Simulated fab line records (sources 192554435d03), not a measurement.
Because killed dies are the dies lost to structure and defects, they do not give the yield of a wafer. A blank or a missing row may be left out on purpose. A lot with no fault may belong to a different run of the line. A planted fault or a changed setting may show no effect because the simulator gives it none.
Chamber matching    flow n5Finfet    N5_BEOL_M1_STRIP_36 on rieDiel-03: 4 sister chambers
The step strips in N2/H2. 4 wafers are shown with their chamber, then 11 later ones without.

## WAFERS PAIRED WITH THEIR CHAMBERS
wafer   chamber  throttleValvePct (%)
L082.3  2        24.0
L085.1  1        24.0
L085.6  3        24.7
L087.3  0        24.1

## WAFERS WITH NO CHAMBER GIVEN
wafer   throttleValvePct (%)
L087.4  24.0
L087.5  24.0
L089.2  24.0
L089.5  24.6
L089.6  24.0
L091.1  24.0
L091.3  24.7
L091.6  24.2
L097.2  24.0
L097.4  24.0
L097.5  24.1

## WHICH CHAMBER EACH ONE RAN IN
wafer    from the rows above       in truth
L087.4   can't be placed: 1 or 2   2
L087.5   can't be placed: 1 or 2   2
L089.2   can't be placed: 1 or 2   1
L089.5   3                         3
L089.6   can't be placed: 1 or 2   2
L091.1   can't be placed: 1 or 2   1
L091.3   3                         3
L091.6   0                         0
L097.2   can't be placed: 1 or 2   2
L097.4   can't be placed: 1 or 2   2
L097.5   0                         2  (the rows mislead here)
3 of 11 placed correctly. Cannot be placed on the basis of these rows: 7; the candidates contain the true chamber in 7. 1 placed wrongly.
How it was worked out, from the rows above alone: a wafer's distance from a chamber is the root of the sum, over the readings, of the square of ((its reading less the chamber's mean) divided by the reading's scatter). If the next closest chamber is less than 2 further off than the closest, the wafer can't be placed; otherwise it belongs to the closest. For every chamber, the mean is computed from those of its wafers that are shown. The scatter (one wafer shown for each chamber): square how far every hidden wafer sits from the nearest shown wafer, average those squares and take the square root.
